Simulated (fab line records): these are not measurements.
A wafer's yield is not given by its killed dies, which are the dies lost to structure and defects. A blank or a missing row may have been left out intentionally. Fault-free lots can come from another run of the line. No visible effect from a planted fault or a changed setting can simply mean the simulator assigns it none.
What tool caused it? -- flow nand-harc -- 21 wafers from 7 lots sampled at 2 of the route's 1302 steps

WHAT EACH GAUGE READ, for each wafer
NHARC_THIN_TSV_CD_MEAS_12: the cd target is 1000 nm.
lot,measured,on,cd-nm (nm)
L313,day 24 18:05,cd-sem-01,998.6 996.9 999.1
L314,day 24 19:20,cd-sem-02,999.0 997.2 999.8
L316,day 25 12:03,cd-sem-02,999.7 997.9 1001.5
L323,day 30 04:39,cd-sem-02,999.0 1000.8 1002.1
L325,day 30 08:53,cd-sem-01,1001.5 998.1 1000.5
L331,day 32 23:34,cd-sem-03,1000.8 999.1 997.9
L333,day 33 11:49,cd-sem-01,998.7 1000.5 998.3

WHAT TOOL EACH LOT RAN ON (gives the tool, then ch and the chambers of the sampled wafers, and finally the start)
lot,NHARC_A_ONON_D2_DEP_16
L313,"pecvd-onon-03 ch 0, day 13 23:14"
L314,"pecvd-onon-03 ch 0, day 14 03:20"
L316,"pecvd-onon-01 ch 0, day 14 20:37"
L323,"pecvd-onon-01 ch 0, day 18 21:26"
L325,"pecvd-onon-03 ch 0, day 19 03:01"
L331,"pecvd-onon-01 ch 0, day 22 02:01"
L333,"pecvd-onon-02 ch 0, day 22 12:46"
- NHARC_A_ONON_D2_DEP_16: target thk 1000 nm.

THE ANSWER, worked out from the rows above alone
Rule: the usual values come from the lots themselves. Put in order of their means at a reading, lots are off if they are a third of the lots or fewer, leave a main group of 4 or more, and stand apart from it by a gap of 3 or more times the standard deviation of the main group's means; of several such gaps the widest counts. A main group whose means are all the same, to the digits that the tables above print for the reading, isn't used. A lot without any number at a reading at which 4 lots or more have one is off too. Where the step has rows for the other lots, those lots are counted as sound.
No lot is off on any of the readings shown, so nothing can be concluded from this.

WHAT THE SIMULATOR PUT IN
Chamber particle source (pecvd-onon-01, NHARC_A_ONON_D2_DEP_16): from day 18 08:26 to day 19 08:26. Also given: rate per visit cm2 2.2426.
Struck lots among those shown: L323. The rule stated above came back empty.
